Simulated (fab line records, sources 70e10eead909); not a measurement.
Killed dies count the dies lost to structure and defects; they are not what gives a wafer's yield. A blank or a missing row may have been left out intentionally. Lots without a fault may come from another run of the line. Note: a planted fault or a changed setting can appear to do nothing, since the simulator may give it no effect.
Which of the tools did it? -- flow nand_harc -- 36 wafers from 12 lots sampled at 5 of the route's 1159 steps

## WHAT EACH GAUGE READ, for each wafer
NHARC_END_SORT_01. Usual: defect_limited_yield 95.0 %, standard deviation 1.7; killed_at_array 29, standard deviation 12; killed_at_other 0.7, standard deviation 1; killed_at_periphery 4, standard deviation 3.2; killed_dies 34, standard deviation 12; killed_open 3.4, standard deviation 2; killed_short 1.8, standard deviation 1.3; sort_bin_2_pct 1.6 %, standard deviation 0.7; sort_bin_3_pct 0.26 %, standard deviation 0.23; sort_bin_4_pct 3.1 %, standard deviation 1.1; sort_n_pass 643, standard deviation 12; sort_rim_yield_pct 96.4 %, standard deviation 2.6; sort_yield_pct 95.0 %, standard deviation 1.7.
lot,measured,on,defect_limited_yield (%),killed_at_array,killed_at_other,killed_at_periphery,killed_dies,killed_open,killed_short,sort_bin_2_pct (%),sort_bin_3_pct (%),sort_bin_4_pct (%),sort_n_pass,sort_rim_yield_pct (%),sort_yield_pct (%),flag
L111,day 20 05:43,prober-02,95.9 96.3 95.6,23 21 27,1 0 0,4 4 3,28 25 30,5 3 3,1 0 1,1.8 1.2 1.5,0 0.30 0.15,2.4 2.2 2.8,649 652 647,95.3 95.3 97.2,95.9 96.3 95.6,
L110,day 20 08:11,prober-01,97.9 97.9 97.2,8 10 13,0 0 0,6 4 6,14 14 19,1 0 5,0 2 3,0.9 0.7 1.5,0 0.15 0.15,1.2 1.2 1.2,663 663 658,97.2 98.1 98.1,97.9 97.9 97.2,
L112,day 20 12:40,prober-02,97.2 96.8 96.6,19 20 20,0 0 0,0 2 3,19 22 23,3 2 2,1 0 0,0.7 1.2 1.6,0.15 0.15 0.44,1.9 1.9 1.3,658 655 654,97.2 98.1 98.1,97.2 96.8 96.6,
L113,day 20 00:25,prober-01,95.0 95.9 95.0,21 18 20,1 0 0,12 10 14,34 28 34,6 1 3,3 2 0,1.0 1.3 2.1,0.30 0.15 0.15,3.7 2.7 2.8,643 649 643,100.0 99.1 100.0,95.0 95.9 95.0,
L115,day 21 10:20,prober-01,97.2 97.2 97.9,13 10 9,0 0 0,6 9 5,19 19 14,5 2 2,2 4 3,1.0 0.9 1.2,0.15 0.30 0,1.6 1.6 0.9,658 658 663,99.1 97.2 100.0,97.2 97.2 97.9,
L118,day 21 18:13,prober-02,96.0 96.6 96.8,22 20 16,0 0 0,5 3 6,27 23 22,3 0 1,4 2 1,1.0 1.2 1.0,0.15 0.44 0,2.8 1.8 2.2,650 654 655,92.5 98.1 92.5,96.0 96.6 96.8,
L119,day 21 10:22,prober-02,95.3 96.5 95.9,30 24 27,0 0 0,2 0 1,32 24 28,0 2 2,1 1 1,1.9 1.2 1.8,0.30 0.15 0.30,2.5 2.2 2.1,645 653 649,98.1 99.1 100.0,95.3 96.5 95.9,
L127,day 23 17:20,prober-01,0 0 0,46 28 39,0 0 0,631 649 638,677 677 677,5 1 1,1 1 2,94.7 97.3 95.0,0.44 0.15 0.59,4.9 2.5 4.4,0 0 0,0 0 0,0 0 0,OFF
L128,day 24 14:10,prober-01,0 0 0,16 18 24,3 2 2,658 657 651,677 677 677,4 3 4,1 4 5,97.2 97.5 97.2,0 0.15 0.30,2.8 2.4 2.5,0 0 0,0 0 0,0 0 0,OFF
L131,day 25 06:47,prober-01,95.4 96.0 95.7,26 25 25,1 2 0,4 0 4,31 27 29,4 4 4,0 1 4,1.5 1.2 1.6,0.44 0.30 0.30,2.7 2.5 2.4,646 650 648,99.1 99.1 97.2,95.4 96.0 95.7,
L133,day 25 05:44,prober-02,93.2 94.1 94.8,43 39 33,2 0 1,1 1 1,46 40 35,7 4 2,3 1 1,1.8 1.5 2.2,0.59 0.74 0.44,4.4 3.7 2.5,631 637 642,93.4 96.2 99.1,93.2 94.1 94.8,
L132,day 24 23:53,prober-01,95.0 92.2 94.4,32 51 36,1 1 0,1 1 2,34 53 38,2 5 2,3 1 0,1.2 2.2 1.5,0 0.89 0.74,3.8 4.7 3.4,643 624 639,96.2 99.1 99.1,95.0 92.2 94.4,

## WHAT TOOL EACH LOT RAN ON (gives the tool, then ch and the chambers of the sampled wafers, and finally the start)
lot,NHARC_P_BONDPAD_DEP_00,NHARC_P_BONDPAD_ETCH_24,NHARC_P_BONDPAD_PVD_17,NHARC_P_BONDPAD_PVD_27
L111,"pecvd-04 ch 1,2, day 6 18:38","rie_diel-05 ch 2,3, day 6 20:46","pvd_sputter-02, day 20 05:43 or earlier","pvd_sputter-02, day 20 05:43 or earlier"
L110,"pecvd-02 ch 1,2, day 6 21:14 or earlier","rie_diel-12 ch 2,3, day 6 21:14","pvd_sputter-01, day 20 08:11 or earlier","pvd_sputter-01, day 20 08:11 or earlier"
L112,"pecvd-02 ch 0,1, day 6 19:41","rie_diel-12 ch 1,2,3, day 6 21:47","pvd_sputter-01, day 20 12:40 or earlier","pvd_sputter-01, day 20 12:40 or earlier"
L113,"pecvd-03 ch 0,1,2, day 7 03:54 or earlier","rie_diel-12 ch 1,2,3, day 7 03:54","pvd_sputter-02, day 20 00:25 or earlier","pvd_sputter-02, day 20 00:25 or earlier"
L115,"pecvd-03 ch 1,2, day 7 21:46 or earlier","rie_diel-01 ch 0,1,3, day 7 21:46","pvd_sputter-03, day 21 10:20 or earlier","pvd_sputter-03, day 21 10:20 or earlier"
L118,"pecvd-02 ch 0,1, day 8 07:38","rie_diel-05 ch 0,1, day 8 09:55","pvd_sputter-02, day 21 18:13 or earlier","pvd_sputter-02, day 21 18:13 or earlier"
L119,"pecvd-02 ch 0,1,2, day 8 19:46","rie_diel-05 ch 1,2, day 8 21:44","pvd_sputter-01, day 21 10:22 or earlier","pvd_sputter-01, day 21 10:22 or earlier"
L127,"pecvd-04 ch 0,2, day 10 17:29","rie_diel-12 ch 0,1,3, day 10 19:28","pvd_sputter-01, day 23 17:20 or earlier","pvd_sputter-01, day 23 17:20 or earlier"
L128,"pecvd-03 ch 0,2, day 11 02:50 or earlier","rie_diel-12 ch 0,2,3, day 11 02:50","pvd_sputter-03, day 24 14:10 or earlier","pvd_sputter-03, day 24 14:10 or earlier"
L131,"pecvd-04 ch 0,1,2, day 11 15:47","rie_diel-01 ch 0,1,2, day 11 17:43","pvd_sputter-03, day 25 06:47 or earlier","pvd_sputter-03, day 25 06:47 or earlier"
L133,"pecvd-03 ch 0,2, day 11 18:59","rie_diel-05 ch 1,2,3, day 11 21:09","pvd_sputter-01, day 25 05:44 or earlier","pvd_sputter-01, day 25 05:44 or earlier"
L132,"pecvd-04 ch 0,2, day 11 23:52","rie_diel-12 ch 0,1, day 12 01:52","pvd_sputter-03, day 24 23:53 or earlier","pvd_sputter-03, day 24 23:53 or earlier"
- NHARC_P_BONDPAD_DEP_00: deposits SiCN, target thk 250 nm.
- NHARC_P_BONDPAD_ETCH_24: etches the open film in CF4/N2, target depth 30 nm, time 72.99 s.
- NHARC_P_BONDPAD_PVD_17: deposits TaN, target thk 5 nm, time 8.06 s.
- NHARC_P_BONDPAD_PVD_27: deposits Cu, target thk 30 nm, time 20.49 s.

## AS READ BY THE TOOLS THEMSELVES (means over the sampled wafers that have a number; for cases with no such wafer, the mark the record gives instead)
NHARC_P_BONDPAD_DEP_00. Usual: heater_power_w 596 W, standard deviation 77; susceptor_temp_C 370.00 C, standard deviation 0.21.
lot,tool,heater_power_w (W),susceptor_temp_C (C),flag
L111,pecvd-04,608,370.12,
L110,pecvd-02,622,369.81,
L112,pecvd-02,660,370.35,
L113,pecvd-03,598,369.95,
L115,pecvd-03,566,370.12,
L118,pecvd-02,677,370.01,
L119,pecvd-02,604,369.97,
L127,pecvd-04,577,369.91,
L128,pecvd-03,579,370.09,
L131,pecvd-04,565,370.00,
L133,pecvd-03,538,369.70,
L132,pecvd-04,493,369.88,

NHARC_P_BONDPAD_ETCH_24. Usual: bias_w 100.0 W, standard deviation 0.31; cf4_flow_sccm 50.04 sccm, standard deviation 0.16; drypump_motor_current_A 6.0 A, standard deviation 0.49; mfc_ar_sccm 150.0 sccm, standard deviation 0.44; oes_product_au 0.997 a.u., standard deviation 0.0073; rf_vpp_V 315.6 V, standard deviation 1.5; showerhead_plenum_p_Torr 2.72 Torr, standard deviation 0.072; throttle_valve_pct 19.795 %, standard deviation 0.0092.
lot,tool,bias_w (W),cf4_flow_sccm (sccm),drypump_motor_current_A (A),mfc_ar_sccm (sccm),oes_product_au (a.u.),rf_vpp_V (V),showerhead_plenum_p_Torr (Torr),throttle_valve_pct (%),flag
L111,rie_diel-05,99.7,50.12,6.5,149.7,0.997,315.5,2.69,19.795,
L110,rie_diel-12,100.0,49.99,5.7,150.3,1.000,315.2,2.70,19.793,
L112,rie_diel-12,99.9,49.91,5.7,150.0,1.001,316.7,2.75,19.795,
L113,rie_diel-12,100.1,50.12,5.7,149.8,1.003,315.2,2.75,19.785,
L115,rie_diel-01,100.1,49.98,6.3,150.3,0.998,315.0,2.71,19.801,
L118,rie_diel-05,99.8,50.02,5.8,149.9,0.986,315.6,2.67,19.796,
L119,rie_diel-05,100.0,49.94,6.1,150.4,0.999,316.2,2.73,19.787,
L127,rie_diel-12,-,-,-,-,-,-,-,-,OFF
L128,rie_diel-12,-,-,-,-,-,-,-,-,OFF
L131,rie_diel-01,99.9,49.98,5.7,150.3,0.995,316.1,2.74,19.796,
L133,rie_diel-05,100.2,50.06,6.2,150.0,1.005,315.1,2.67,19.793,
L132,rie_diel-12,100.3,50.00,5.8,150.0,1.002,317.4,2.81,19.793,

NHARC_P_BONDPAD_PVD_17. Usual: throttle_valve_pct 30.3 %, standard deviation 1.2.
lot,tool,throttle_valve_pct (%),flag
L111,pvd_sputter-02,30.4,
L110,pvd_sputter-01,31.9,
L112,pvd_sputter-01,31.5,
L113,pvd_sputter-02,30.3,
L115,pvd_sputter-03,29.7,
L118,pvd_sputter-02,30.6,
L119,pvd_sputter-01,30.8,
L127,pvd_sputter-01,30.1,
L128,pvd_sputter-03,29.4,
L131,pvd_sputter-03,29.2,
L133,pvd_sputter-01,31.1,
L132,pvd_sputter-03,29.6,

NHARC_P_BONDPAD_PVD_27. Usual: throttle_valve_pct 30.4 %, standard deviation 1.2.
lot,tool,throttle_valve_pct (%),flag
L111,pvd_sputter-02,30.5,
L110,pvd_sputter-01,30.8,
L112,pvd_sputter-01,31.9,
L113,pvd_sputter-02,30.5,
L115,pvd_sputter-03,28.9,
L118,pvd_sputter-02,30.4,
L119,pvd_sputter-01,30.8,
L127,pvd_sputter-01,31.0,
L128,pvd_sputter-03,30.0,
L131,pvd_sputter-03,30.3,
L133,pvd_sputter-01,30.7,
L132,pvd_sputter-03,28.6,

## THE ANSWER, worked out from the rows above alone
Rule: a lot is off if the mean of its wafers that have a number lies more than 3 standard deviations from the usual mean. Also off: a lot with no number at a reading for which 4 or more lots have one. All remaining lots with rows at the step are treated as sound. The gauges are gone through in route order, then the tools' own readings, and for those a lot's mean is taken as printed above. At the first step where some lot is off, the reading lying furthest off is the one used; lots without a number count as furthest.
Off: L127, L128 (NHARC_END_SORT_01, killed_at_periphery).
A tool fits if, at a process step before that reading, it ran every lot that is off, and no sound lot after the first of them. Not tried: the gauges at NHARC_END_SORT_01; whatever is off there is also off at NHARC_P_BONDPAD_ETCH_24, on other tools, and gauge error can't account for it. NHARC_P_BONDPAD_DEP_00: start missing for some lots; hours and lot order therefore follow NHARC_P_BONDPAD_ETCH_24. NHARC_P_BONDPAD_PVD_17: start missing for some lots; hours and lot order therefore follow NHARC_END_SORT_01. NHARC_P_BONDPAD_PVD_27: start missing for some lots; hours and lot order therefore follow NHARC_END_SORT_01. Not one of the candidates tried fits.

## WHAT THE SIMULATOR HAD PUT IN
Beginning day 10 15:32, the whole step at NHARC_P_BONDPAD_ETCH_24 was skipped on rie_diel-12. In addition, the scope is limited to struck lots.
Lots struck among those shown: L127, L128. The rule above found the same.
